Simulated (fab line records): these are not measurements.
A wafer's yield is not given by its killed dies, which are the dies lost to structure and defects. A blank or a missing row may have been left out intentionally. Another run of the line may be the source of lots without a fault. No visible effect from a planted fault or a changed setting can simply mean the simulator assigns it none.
fab line records :: flow n5_finfet :: part 2 of 2: steps 28 to 33 of 33
[record]
  lots = 5
  wafers = 15
  last_day = 17
route steps=1938 shown BEOL_M8@1391 BEOL_M9@1401
lots untouched by any fault: they come from a run of this same line in which no faults occurred
start_h: the number of hours between the record's first day and the start of the first shown wafer of the lot :: wait_h: hours since the lot's step before :: " same as the row above :: L1.1+2: one row covering several wafers at once :: - either no value or no given start :: * or withheld: withheld :: < > ~ a bound
route shown NAME@n: names a module that has steps shown in the file, with the first one's number in the route :: usual: mean/standard deviation of fault-free wafers :: same: alike in all rows :: chamber/n: place in a boat :: sites: readings site by site :: _std_site: their standard deviation :: _edge_site: the outer-site mean with the inner-site mean subtracted :: radius_mm: for every site, how far away it sits from the centre of the wafer :: mask NAME#n: copy n :: behind: the tool/chamber that last shaped the wafer :: hold: why the lot went on hold/how many hours it stayed there/how the hold came to an end :: device: the n, p or np transistor that did not switch :: end of line: the tests these same wafers got at the end of their route :: a step given without rows: its recipe and nothing more :: killed: dies lost to structure and defects at the first sort, not the wafer's yield :: map: dies across one wafer; x = killed, . = not, _ = none there
set.NAME: setting as actually run; set.NAME@STEP: the setting as run at that earlier step :: model.NAME: the simulator's own value behind a step, which no gauge read
certain route steps with their lots: each step a table, each wafer a row
services: from which hour (start_h, from the record's first day; less than 0 if before it) a tool's chamber was out of use, for how many hours, and why
[[steps]]
[step N5_BEOL_M9_ETCH_61]
[recipe]
  chemistry = CF4
  target = SiARC
  target_depth_a = 390
  mask_material = CAR-ArF
  time_s = 65
  ion_energy_ev = 80
  pressure_mtorr = 40
  source_w = 545
  bias_w = 36
  Ar_flow_sccm = 100
  cf4_flow_sccm = 100
  ends = cleared
[usual]
  drypump_motor_current_A = 5.7/0.41
  etch_rf_on_time_s = 65.2/2.1
  oes_product_au = 0.65/0.069
  rf_vpp_V = 183.8/1.2
  showerhead_plenum_p_Torr = 2.11/0.067
  throttle_valve_pct = 15.75/0.25
lot.wafer: L075.2
tool: rie_diel-03
chamber: 1
start_h: 230.87
wait_h: 0.0
drypump_motor_current_A: 5.1
etch_rf_on_time_s: 66.1
oes_product_au: 0.57
rf_hours_counter_h: 244
rf_vpp_V: 184.7
showerhead_plenum_p_Torr: 2.11
throttle_valve_pct: 16.16

lot.wafer: L075.3
tool: rie_diel-03
chamber: 2
start_h: 230.87
wait_h: 0.0
drypump_motor_current_A: 5.9
etch_rf_on_time_s: 61.7
oes_product_au: 0.84
rf_hours_counter_h: 13
rf_vpp_V: 184.2
showerhead_plenum_p_Torr: 2.10
throttle_valve_pct: 15.70

lot.wafer: L075.5
tool: rie_diel-03
chamber: 3
start_h: 230.87
wait_h: 0.0
drypump_motor_current_A: 5.2
etch_rf_on_time_s: 68.7
oes_product_au: 0.62
rf_hours_counter_h: -
rf_vpp_V: 182.4
showerhead_plenum_p_Torr: 2.06
throttle_valve_pct: 15.84

lot.wafer: L084.4
tool: rie_diel-03
chamber: 0
start_h: 286.09
wait_h: 0.0
drypump_motor_current_A: 5.4
etch_rf_on_time_s: 67.1
oes_product_au: 0.60
rf_hours_counter_h: 225
rf_vpp_V: 185.0
showerhead_plenum_p_Torr: 2.21
throttle_valve_pct: 16.10

lot.wafer: L084.5
tool: rie_diel-03
chamber: 2
start_h: 286.09
wait_h: 0.0
drypump_motor_current_A: 5.9
etch_rf_on_time_s: 62.9
oes_product_au: 0.78
rf_hours_counter_h: -
rf_vpp_V: 183.6
showerhead_plenum_p_Torr: 2.09
throttle_valve_pct: 15.73

lot.wafer: L084.6
tool: rie_diel-03
chamber: 3
start_h: 286.09
wait_h: 0.0
drypump_motor_current_A: 5.2
etch_rf_on_time_s: 69.2
oes_product_au: 0.61
rf_hours_counter_h: -
rf_vpp_V: 184.2
showerhead_plenum_p_Torr: 2.05
throttle_valve_pct: 15.88

lot.wafer: L091.2
tool: rie_diel-01
chamber: 2
start_h: 330.90
wait_h: 0.0
drypump_motor_current_A: 6.1
etch_rf_on_time_s: 66.7
oes_product_au: 0.60
rf_hours_counter_h: 202
rf_vpp_V: 185.1
showerhead_plenum_p_Torr: 2.20
throttle_valve_pct: 15.52

lot.wafer: L091.4
tool: rie_diel-01
chamber: 1
start_h: 330.90
wait_h: 0.0
drypump_motor_current_A: 5.3
etch_rf_on_time_s: 64.9
oes_product_au: 0.62
rf_hours_counter_h: 200
rf_vpp_V: 182.1
showerhead_plenum_p_Torr: 2.03
throttle_valve_pct: 15.80

lot.wafer: L091.5
tool: rie_diel-01
chamber: 3
start_h: 330.90
wait_h: 0.0
drypump_motor_current_A: 6.1
etch_rf_on_time_s: 63.1
oes_product_au: 0.59
rf_hours_counter_h: -
rf_vpp_V: 182.6
showerhead_plenum_p_Torr: 2.03
throttle_valve_pct: 16.18

lot.wafer: L093.1
tool: rie_diel-01
chamber: 2
start_h: 340.20
wait_h: 0.0
drypump_motor_current_A: 6.1
etch_rf_on_time_s: 66.2
oes_product_au: 0.60
rf_hours_counter_h: 206
rf_vpp_V: 182.9
showerhead_plenum_p_Torr: 2.20
throttle_valve_pct: 15.51

lot.wafer: L093.2
tool: rie_diel-01
chamber: 0
start_h: 340.20
wait_h: 0.0
drypump_motor_current_A: 6.4
etch_rf_on_time_s: 64.8
oes_product_au: 0.60
rf_hours_counter_h: 223
rf_vpp_V: 183.6
showerhead_plenum_p_Torr: 2.10
throttle_valve_pct: 15.51

lot.wafer: L093.6
tool: rie_diel-01
chamber: 0
start_h: 340.20
wait_h: 0.0
drypump_motor_current_A: 6.4
etch_rf_on_time_s: 64.5
oes_product_au: 0.61
rf_hours_counter_h: -
rf_vpp_V: 182.9
showerhead_plenum_p_Torr: 2.10
throttle_valve_pct: 15.48

lot.wafer: L096.3
tool: rie_diel-01
chamber: 1
start_h: 340.46
wait_h: 0.0
drypump_motor_current_A: 5.3
etch_rf_on_time_s: 63.8
oes_product_au: 0.62
rf_hours_counter_h: 203
rf_vpp_V: 183.1
showerhead_plenum_p_Torr: 2.03
throttle_valve_pct: 15.82

lot.wafer: L096.4
tool: rie_diel-01
chamber: 0
start_h: 340.46
wait_h: 0.0
drypump_motor_current_A: 6.4
etch_rf_on_time_s: 64.1
oes_product_au: 0.61
rf_hours_counter_h: 224
rf_vpp_V: 184.3
showerhead_plenum_p_Torr: 2.10
throttle_valve_pct: 15.50

lot.wafer: L096.5
tool: rie_diel-01
chamber: 2
start_h: 340.46
wait_h: 0.0
drypump_motor_current_A: 6.1
etch_rf_on_time_s: 65.4
oes_product_au: 0.61
rf_hours_counter_h: -
rf_vpp_V: 185.4
showerhead_plenum_p_Torr: 2.20
throttle_valve_pct: 15.52
[step N5_BEOL_M9_ETCH_62]
[recipe]
  chemistry = N2/H2
  target = SOC
  target_depth_a = 1100
  overetch_a = 220
  mask_material = SiARC
  temp_c = 40
  time_s = 165
  ion_energy_ev = 200
  pressure_mtorr = 30
  source_w = 840
  bias_w = 150
  n2_flow_sccm = 200
  h2_flow_sccm = 200
[usual]
  drypump_motor_current_A = 5.7/0.4
  oes_product_au = 0.65/0.063
  rf_vpp_V = 522.9/2.3
  showerhead_plenum_p_Torr = 2.50/0.084
  throttle_valve_pct = 17.94/0.28
lot.wafer: L075.2
tool: rie_diel-03
chamber: 1
start_h: 230.92
wait_h: 0.0
drypump_motor_current_A: 5.1
oes_product_au: 0.56
rf_hours_counter_h: 244
rf_vpp_V: 522.4
showerhead_plenum_p_Torr: 2.51
throttle_valve_pct: 18.41

lot.wafer: L075.3
tool: rie_diel-03
chamber: 2
start_h: 230.92
wait_h: 0.0
drypump_motor_current_A: 5.9
oes_product_au: 0.81
rf_hours_counter_h: 13
rf_vpp_V: 522.5
showerhead_plenum_p_Torr: 2.48
throttle_valve_pct: 17.96

lot.wafer: L075.5
tool: rie_diel-03
chamber: 3
start_h: 230.92
wait_h: 0.0
drypump_motor_current_A: 5.2
oes_product_au: 0.63
rf_hours_counter_h: -
rf_vpp_V: 520.4
showerhead_plenum_p_Torr: 2.42
throttle_valve_pct: 17.95

lot.wafer: L084.4
tool: rie_diel-03
chamber: 0
start_h: 286.14
wait_h: 0.0
drypump_motor_current_A: 5.4
oes_product_au: 0.61
rf_hours_counter_h: 225
rf_vpp_V: 526.0
showerhead_plenum_p_Torr: 2.64
throttle_valve_pct: 18.28

lot.wafer: L084.5
tool: rie_diel-03
chamber: 2
start_h: 286.14
wait_h: 0.0
drypump_motor_current_A: 5.9
oes_product_au: 0.77
rf_hours_counter_h: -
rf_vpp_V: 524.9
showerhead_plenum_p_Torr: 2.47
throttle_valve_pct: 18.00

lot.wafer: L084.6
tool: rie_diel-03
chamber: 3
start_h: 286.14
wait_h: 0.0
drypump_motor_current_A: 5.2
oes_product_au: 0.62
rf_hours_counter_h: -
rf_vpp_V: 520.5
showerhead_plenum_p_Torr: 2.42
throttle_valve_pct: 17.99

lot.wafer: L091.2
tool: rie_diel-01
chamber: 2
start_h: 330.95
wait_h: 0.0
drypump_motor_current_A: 6.1
oes_product_au: 0.61
rf_hours_counter_h: 203
rf_vpp_V: 526.2
showerhead_plenum_p_Torr: 2.63
throttle_valve_pct: 17.65

lot.wafer: L091.4
tool: rie_diel-01
chamber: 1
start_h: 330.95
wait_h: 0.0
drypump_motor_current_A: 5.3
oes_product_au: 0.61
rf_hours_counter_h: 200
rf_vpp_V: 520.3
showerhead_plenum_p_Torr: 2.42
throttle_valve_pct: 18.15

lot.wafer: L091.5
tool: rie_diel-01
chamber: 3
start_h: 330.95
wait_h: 0.0
drypump_motor_current_A: 6.1
oes_product_au: 0.58
rf_hours_counter_h: -
rf_vpp_V: 519.6
showerhead_plenum_p_Torr: 2.39
throttle_valve_pct: 18.41

lot.wafer: L093.1
tool: rie_diel-01
chamber: 2
start_h: 340.25
wait_h: 0.0
drypump_motor_current_A: 6.1
oes_product_au: 0.61
rf_hours_counter_h: 206
rf_vpp_V: 527.6
showerhead_plenum_p_Torr: 2.63
throttle_valve_pct: 17.66

lot.wafer: L093.2
tool: rie_diel-01
chamber: 0
start_h: 340.25
wait_h: 0.0
drypump_motor_current_A: 6.4
oes_product_au: 0.60
rf_hours_counter_h: 223
rf_vpp_V: 523.9
showerhead_plenum_p_Torr: 2.49
throttle_valve_pct: 17.65

lot.wafer: L093.6
tool: rie_diel-01
chamber: 0
start_h: 340.25
wait_h: 0.0
drypump_motor_current_A: 6.4
oes_product_au: 0.60
rf_hours_counter_h: -
rf_vpp_V: 523.3
showerhead_plenum_p_Torr: 2.49
throttle_valve_pct: 17.62

lot.wafer: L096.3
tool: rie_diel-01
chamber: 1
start_h: 340.51
wait_h: 0.0
drypump_motor_current_A: 5.3
oes_product_au: 0.61
rf_hours_counter_h: 203
rf_vpp_V: 520.1
showerhead_plenum_p_Torr: 2.42
throttle_valve_pct: 18.15

lot.wafer: L096.4
tool: rie_diel-01
chamber: 0
start_h: 340.51
wait_h: 0.0
drypump_motor_current_A: 6.4
oes_product_au: 0.60
rf_hours_counter_h: 224
rf_vpp_V: 521.8
showerhead_plenum_p_Torr: 2.49
throttle_valve_pct: 17.65

lot.wafer: L096.5
tool: rie_diel-01
chamber: 2
start_h: 340.51
wait_h: 0.0
drypump_motor_current_A: 6.1
oes_product_au: 0.60
rf_hours_counter_h: -
rf_vpp_V: 526.1
showerhead_plenum_p_Torr: 2.63
throttle_valve_pct: 17.67
[step N5_BEOL_M9_STRIP_68]
[recipe]
  chemistry = N2/H2
  temp_c = 40
  n2_flow_sccm = 200
  h2_flow_sccm = 200
  rf_frequency_hz = 6e+07
lot.wafer: L075.2+3+5
tool: rie_diel-03
chamber: 1,2,3
start_h: 231.05
wait_h: 0.1

lot.wafer: L084.4+5+6
tool: rie_diel-03
chamber: 0,2,3
start_h: 286.28
wait_h: 0.1

lot.wafer: L091.2+4+5
tool: rie_diel-01
chamber: 2,1,3
start_h: 331.09
wait_h: 0.1

lot.wafer: L093.1+2+6
tool: rie_diel-01
chamber: 2,0,0
start_h: 340.39
wait_h: 0.1

lot.wafer: L096.3+4+5
tool: rie_diel-01
chamber: 1,0,2
start_h: 340.64
wait_h: 0.1
[step N5_BEOL_M9_STRIP_67]
[recipe]
  chemistry = CF4
  resist = SiARC
  power_w = 300
  bias_power_w = 75
  pressure_mtorr = 50
  cf4_flow_sccm = 150
  rf_frequency_hz = 6e+07
[usual]
  drypump_motor_current_A = 5.7/0.4
  oes_product_au = 0.76/0.075
  rf_vpp_V = 270.5/1.4
  showerhead_plenum_p_Torr = 1.77/0.058
  throttle_valve_pct = 13.74/0.26
lot.wafer: L075.2
tool: rie_diel-03
chamber: 1
start_h: 231.06
wait_h: 0.0
drypump_motor_current_A: 5.1
oes_product_au: 0.67
rf_hours_counter_h: 244
rf_vpp_V: 271.1
showerhead_plenum_p_Torr: 1.78
throttle_valve_pct: 14.14

lot.wafer: L075.3
tool: rie_diel-03
chamber: 2
start_h: 231.06
wait_h: 0.0
drypump_motor_current_A: 5.8
oes_product_au: 0.94
rf_hours_counter_h: 13
rf_vpp_V: 271.0
showerhead_plenum_p_Torr: 1.78
throttle_valve_pct: 13.71

lot.wafer: L075.5
tool: rie_diel-03
chamber: 3
start_h: 231.06
wait_h: 0.0
drypump_motor_current_A: 5.2
oes_product_au: 0.74
rf_hours_counter_h: -
rf_vpp_V: 269.1
showerhead_plenum_p_Torr: 1.73
throttle_valve_pct: 13.80

lot.wafer: L084.4
tool: rie_diel-03
chamber: 0
start_h: 286.29
wait_h: 0.0
drypump_motor_current_A: 5.4
oes_product_au: 0.72
rf_hours_counter_h: 225
rf_vpp_V: 273.1
showerhead_plenum_p_Torr: 1.87
throttle_valve_pct: 14.13

lot.wafer: L084.5
tool: rie_diel-03
chamber: 2
start_h: 286.29
wait_h: 0.0
drypump_motor_current_A: 5.9
oes_product_au: 0.91
rf_hours_counter_h: -
rf_vpp_V: 271.0
showerhead_plenum_p_Torr: 1.77
throttle_valve_pct: 13.75

lot.wafer: L084.6
tool: rie_diel-03
chamber: 3
start_h: 286.29
wait_h: 0.0
drypump_motor_current_A: 5.2
oes_product_au: 0.73
rf_hours_counter_h: -
rf_vpp_V: 269.8
showerhead_plenum_p_Torr: 1.72
throttle_valve_pct: 13.88

lot.wafer: L091.2
tool: rie_diel-01
chamber: 2
start_h: 331.10
wait_h: 0.0
drypump_motor_current_A: 6.1
oes_product_au: 0.72
rf_hours_counter_h: 203
rf_vpp_V: 273.7
showerhead_plenum_p_Torr: 1.85
throttle_valve_pct: 13.57

lot.wafer: L091.4
tool: rie_diel-01
chamber: 1
start_h: 331.10
wait_h: 0.0
drypump_motor_current_A: 5.3
oes_product_au: 0.72
rf_hours_counter_h: 200
rf_vpp_V: 269.7
showerhead_plenum_p_Torr: 1.70
throttle_valve_pct: 13.80

lot.wafer: L091.5
tool: rie_diel-01
chamber: 3
start_h: 331.10
wait_h: 0.0
drypump_motor_current_A: 6.0
oes_product_au: 0.69
rf_hours_counter_h: -
rf_vpp_V: 268.4
showerhead_plenum_p_Torr: 1.70
throttle_valve_pct: 14.19

lot.wafer: L093.1
tool: rie_diel-01
chamber: 2
start_h: 340.40
wait_h: 0.0
drypump_motor_current_A: 6.1
oes_product_au: 0.71
rf_hours_counter_h: 206
rf_vpp_V: 270.4
showerhead_plenum_p_Torr: 1.85
throttle_valve_pct: 13.60

lot.wafer: L093.2
tool: rie_diel-01
chamber: 0
start_h: 340.40
wait_h: 0.0
drypump_motor_current_A: 6.4
oes_product_au: 0.71
rf_hours_counter_h: 224
rf_vpp_V: 269.3
showerhead_plenum_p_Torr: 1.76
throttle_valve_pct: 13.52

lot.wafer: L093.6
tool: rie_diel-01
chamber: 0
start_h: 340.40
wait_h: 0.0
drypump_motor_current_A: 6.4
oes_product_au: 0.71
rf_hours_counter_h: -
rf_vpp_V: 270.5
showerhead_plenum_p_Torr: 1.76
throttle_valve_pct: 13.53

lot.wafer: L096.3
tool: rie_diel-01
chamber: 1
start_h: 340.65
wait_h: 0.0
drypump_motor_current_A: 5.3
oes_product_au: 0.72
rf_hours_counter_h: 203
rf_vpp_V: 269.5
showerhead_plenum_p_Torr: 1.70
throttle_valve_pct: 13.81

lot.wafer: L096.4
tool: rie_diel-01
chamber: 0
start_h: 340.65
wait_h: 0.0
drypump_motor_current_A: 6.4
oes_product_au: 0.71
rf_hours_counter_h: 224
rf_vpp_V: 270.4
showerhead_plenum_p_Torr: 1.76
throttle_valve_pct: 13.52

lot.wafer: L096.5
tool: rie_diel-01
chamber: 2
start_h: 340.65
wait_h: 0.0
drypump_motor_current_A: 6.0
oes_product_au: 0.71
rf_hours_counter_h: -
rf_vpp_V: 273.4
showerhead_plenum_p_Torr: 1.85
throttle_valve_pct: 13.57
[step N5_BEOL_M9_HM_OPEN_17]
[recipe]
  chemistry = Cl2/BCl3
  target_depth_a = 200
  overetch_a = 60
  target = TiN
  mask_material = SOC
  ion_energy_ev = 150
  pressure_mtorr = 10
  icp_w = 1000
  bias_w = 126
  Cl2_flow_sccm = 53.25
  bcl3_flow_sccm = 21.75
  Ar_flow_sccm = 25
[usual]
  drypump_motor_current_A = 5.8/0.34
  mfc_cl2_sccm = 53.28/0.17
  oes_product_au = 0.65/0.063
  throttle_valve_pct = 22.1/0.34
lot.wafer: L075.2
tool: rie_metal-03
chamber: 1
start_h: 231.11
wait_h: 0.0
drypump_motor_current_A: 6.4
mfc_cl2_sccm: 53.15
oes_product_au: 0.60
rf_hours_counter_h: 72
throttle_valve_pct: 21.5

lot.wafer: L075.3
tool: rie_metal-03
chamber: 1
start_h: 231.11
wait_h: 0.0
drypump_motor_current_A: 6.4
mfc_cl2_sccm: 53.43
oes_product_au: 0.60
rf_hours_counter_h: -
throttle_valve_pct: 21.5

lot.wafer: L075.5
tool: rie_metal-03
chamber: 1
start_h: 231.11
wait_h: 0.0
drypump_motor_current_A: 6.4
mfc_cl2_sccm: 53.23
oes_product_au: 0.60
rf_hours_counter_h: -
throttle_valve_pct: 21.5

lot.wafer: L084.4
tool: rie_metal-01
chamber: 1
start_h: 286.36
wait_h: 0.1
drypump_motor_current_A: 5.5
mfc_cl2_sccm: 53.53
oes_product_au: 0.66
rf_hours_counter_h: -
throttle_valve_pct: 21.8

lot.wafer: L084.5
tool: rie_metal-01
chamber: 1
start_h: 286.36
wait_h: 0.1
drypump_motor_current_A: 5.5
mfc_cl2_sccm: 53.30
oes_product_au: 0.66
rf_hours_counter_h: -
throttle_valve_pct: 21.8

lot.wafer: L084.6
tool: rie_metal-01
chamber: 0
start_h: 286.36
wait_h: 0.1
drypump_motor_current_A: 5.7
mfc_cl2_sccm: 53.01
oes_product_au: 0.54
rf_hours_counter_h: -
throttle_valve_pct: 22.4

lot.wafer: L091.2
tool: rie_metal-03
chamber: 0
start_h: 331.14
wait_h: 0.0
drypump_motor_current_A: 6.1
mfc_cl2_sccm: 53.39
oes_product_au: 0.67
rf_hours_counter_h: 47
throttle_valve_pct: 22.5

lot.wafer: L091.4
tool: rie_metal-03
chamber: 1
start_h: 331.14
wait_h: 0.0
drypump_motor_current_A: 6.4
mfc_cl2_sccm: 53.63
oes_product_au: 0.59
rf_hours_counter_h: -
throttle_valve_pct: 21.5

lot.wafer: L091.5
tool: rie_metal-03
chamber: 0
start_h: 331.14
wait_h: 0.0
drypump_motor_current_A: 6.1
mfc_cl2_sccm: 53.31
oes_product_au: 0.66
rf_hours_counter_h: -
throttle_valve_pct: 22.5

lot.wafer: L093.1
tool: rie_metal-02
chamber: 1
start_h: 340.44
wait_h: 0.0
drypump_motor_current_A: 5.5
mfc_cl2_sccm: 53.03
oes_product_au: 0.61
rf_hours_counter_h: 65
throttle_valve_pct: 22.2

lot.wafer: L093.2
tool: rie_metal-02
chamber: 0
start_h: 340.44
wait_h: 0.0
drypump_motor_current_A: 5.8
mfc_cl2_sccm: 53.36
oes_product_au: 0.71
rf_hours_counter_h: 16
throttle_valve_pct: 21.9

lot.wafer: L093.6
tool: rie_metal-02
chamber: 0
start_h: 340.44
wait_h: 0.0
drypump_motor_current_A: 5.8
mfc_cl2_sccm: 53.48
oes_product_au: 0.71
rf_hours_counter_h: -
throttle_valve_pct: 22.0

lot.wafer: L096.3
tool: rie_metal-02
chamber: 0
start_h: 340.72
wait_h: 0.1
drypump_motor_current_A: 5.8
mfc_cl2_sccm: 53.04
oes_product_au: 0.72
rf_hours_counter_h: -
throttle_valve_pct: 22.0

lot.wafer: L096.4
tool: rie_metal-02
chamber: 1
start_h: 340.72
wait_h: 0.1
drypump_motor_current_A: 5.5
mfc_cl2_sccm: 52.98
oes_product_au: 0.62
rf_hours_counter_h: -
throttle_valve_pct: 22.2

lot.wafer: L096.5
tool: rie_metal-02
chamber: 0
start_h: 340.72
wait_h: 0.1
drypump_motor_current_A: 5.8
mfc_cl2_sccm: 53.13
oes_product_au: 0.72
rf_hours_counter_h: -
throttle_valve_pct: 22.0
[step N5_BEOL_M9_STRIP_19]
[recipe]
  chemistry = O2
  power_w = 400
  temp_c = 40
  pressure_mtorr = 30
  rf_frequency_hz = 6e+07
  bias_power_w = 0
  overash_fraction = 0.2
  o2_flow_sccm = 225
[usual]
  drypump_motor_current_A = 5.7/0.42
  oes_product_au = 0.76/0.085
  rf_vpp_V = 3.6/0.56
  showerhead_plenum_p_Torr = 2.07/0.074
  throttle_valve_pct = 16.81/0.26
lot.wafer: L075.2
tool: rie_diel-01
chamber: 0
start_h: 231.22
wait_h: 0.1
drypump_motor_current_A: 6.4
oes_product_au: 0.71
rf_hours_counter_h: 189
rf_vpp_V: 3.8
showerhead_plenum_p_Torr: 2.10
throttle_valve_pct: 16.62

lot.wafer: L075.3
tool: rie_diel-01
chamber: 3
start_h: 231.22
wait_h: 0.1
drypump_motor_current_A: 6.1
oes_product_au: 0.72
rf_hours_counter_h: 215
rf_vpp_V: 2.7
showerhead_plenum_p_Torr: 2.00
throttle_valve_pct: 17.27

lot.wafer: L075.5
tool: rie_diel-01
chamber: 0
start_h: 231.22
wait_h: 0.1
drypump_motor_current_A: 6.4
oes_product_au: 0.71
rf_hours_counter_h: -
rf_vpp_V: 3.3
showerhead_plenum_p_Torr: 2.10
throttle_valve_pct: 16.65

lot.wafer: L084.4
tool: rie_diel-03
chamber: 1
start_h: 286.45
wait_h: 0.1
drypump_motor_current_A: 5.1
oes_product_au: 0.96
rf_hours_counter_h: 7
rf_vpp_V: 3.8
showerhead_plenum_p_Torr: 2.05
throttle_valve_pct: 16.67

lot.wafer: L084.5
tool: rie_diel-03
chamber: 1
start_h: 286.45
wait_h: 0.1
drypump_motor_current_A: 5.1
oes_product_au: 0.96
rf_hours_counter_h: -
rf_vpp_V: 3.7
showerhead_plenum_p_Torr: 2.05
throttle_valve_pct: 16.67

lot.wafer: L084.6
tool: rie_diel-03
chamber: 2
start_h: 286.45
wait_h: 0.1
drypump_motor_current_A: 5.9
oes_product_au: 0.91
rf_hours_counter_h: -
rf_vpp_V: 4.1
showerhead_plenum_p_Torr: 2.05
throttle_valve_pct: 16.85

lot.wafer: L091.2
tool: rie_diel-01
chamber: 0
start_h: 331.25
wait_h: 0.1
drypump_motor_current_A: 6.4
oes_product_au: 0.69
rf_hours_counter_h: 221
rf_vpp_V: 3.3
showerhead_plenum_p_Torr: 2.08
throttle_valve_pct: 16.67

lot.wafer: L091.4
tool: rie_diel-01
chamber: 1
start_h: 331.25
wait_h: 0.1
drypump_motor_current_A: 5.3
oes_product_au: 0.73
rf_hours_counter_h: 200
rf_vpp_V: 3.6
showerhead_plenum_p_Torr: 1.96
throttle_valve_pct: 16.80

lot.wafer: L091.5
tool: rie_diel-01
chamber: 1
start_h: 331.25
wait_h: 0.1
drypump_motor_current_A: 5.3
oes_product_au: 0.72
rf_hours_counter_h: -
rf_vpp_V: 4.1
showerhead_plenum_p_Torr: 1.96
throttle_valve_pct: 16.79

lot.wafer: L093.1
tool: rie_diel-03
chamber: 2
start_h: 340.62
wait_h: 0.1
drypump_motor_current_A: 5.9
oes_product_au: 0.90
rf_hours_counter_h: 46
rf_vpp_V: 3.0
showerhead_plenum_p_Torr: 2.05
throttle_valve_pct: 16.87

lot.wafer: L093.2
tool: rie_diel-03
chamber: 3
start_h: 340.62
wait_h: 0.1
drypump_motor_current_A: 5.2
oes_product_au: 0.71
rf_hours_counter_h: 202
rf_vpp_V: 3.6
showerhead_plenum_p_Torr: 1.99
throttle_valve_pct: 16.91

lot.wafer: L093.6
tool: rie_diel-03
chamber: 1
start_h: 340.62
wait_h: 0.1
drypump_motor_current_A: 5.0
oes_product_au: 0.92
rf_hours_counter_h: -
rf_vpp_V: 3.8
showerhead_plenum_p_Torr: 2.04
throttle_valve_pct: 16.70

lot.wafer: L096.3
tool: rie_diel-01
chamber: 2
start_h: 340.80
wait_h: 0.1
drypump_motor_current_A: 6.1
oes_product_au: 0.70
rf_hours_counter_h: 206
rf_vpp_V: 3.6
showerhead_plenum_p_Torr: 2.17
throttle_valve_pct: 16.56

lot.wafer: L096.4
tool: rie_diel-01
chamber: 0
start_h: 340.80
wait_h: 0.1
drypump_motor_current_A: 6.4
oes_product_au: 0.69
rf_hours_counter_h: 224
rf_vpp_V: 3.4
showerhead_plenum_p_Torr: 2.08
throttle_valve_pct: 16.69

lot.wafer: L096.5
tool: rie_diel-01
chamber: 3
start_h: 340.80
wait_h: 0.1
drypump_motor_current_A: 6.1
oes_product_au: 0.68
rf_hours_counter_h: -
rf_vpp_V: 2.4
showerhead_plenum_p_Torr: 1.99
throttle_valve_pct: 17.35
[[services]]
tool: arfi_scanner-03
chamber: -
start_h: 203.58
hours: 0.8
kind: pm

tool: rie_diel-01
chamber: 1
start_h: 210.44
hours: 1.8
kind: repair

tool: cmp-04
chamber: -
start_h: 214.94
hours: 4.2
kind: pm

tool: pecvd-01
chamber: -
start_h: 216.10
hours: 0.8
kind: repair

tool: pvd_sputter-03
chamber: -
start_h: 216.20
hours: 4.0
kind: repair

tool: rie_metal-03
chamber: 1
start_h: 218.36
hours: 1.4
kind: repair

tool: cmp-04
chamber: -
start_h: 223.44
hours: 4.0
kind: pm

tool: arfi_scanner-03
chamber: -
start_h: 231.33
hours: 1.3
kind: pm

tool: arfi_scanner-02
chamber: -
start_h: 237.38
hours: 1.0
kind: pm

tool: arfi_scanner-03
chamber: -
start_h: 240.45
hours: 4.9
kind: pm

tool: uv_cure-02
chamber: -
start_h: 251.43
hours: 5.2
kind: repair

tool: cmp-04
chamber: -
start_h: 261.59
hours: 0.5
kind: repair

tool: arfi_scanner-02
chamber: -
start_h: 267.40
hours: 4.9
kind: repair

tool: pecvd-04
chamber: -
start_h: 270.79
hours: 3.2
kind: repair

tool: arfi_scanner-02
chamber: -
start_h: 272.34
hours: 0.8
kind: pm

tool: pecvd-01
chamber: 2
start_h: 272.76
hours: 7.5
kind: repair

tool: arfi_scanner-02
chamber: -
start_h: 273.57
hours: 1.4
kind: repair

tool: cmp-04
chamber: -
start_h: 281.53
hours: 0.5
kind: repair

tool: ecd_cu-02
chamber: -
start_h: 285.38
hours: 2.5
kind: repair

tool: arfi_scanner-02
chamber: -
start_h: 301.25
hours: 1.3
kind: pm

tool: arfi_scanner-02
chamber: -
start_h: 312.28
hours: 4.9
kind: pm

tool: rie_diel-03
chamber: 2
start_h: 315.58
hours: 9.5
kind: repair

tool: pecvd-01
chamber: -
start_h: 316.00
hours: 14.6
kind: pm

tool: cvd_co-01
chamber: 2
start_h: 326.13
hours: 10.9
kind: repair
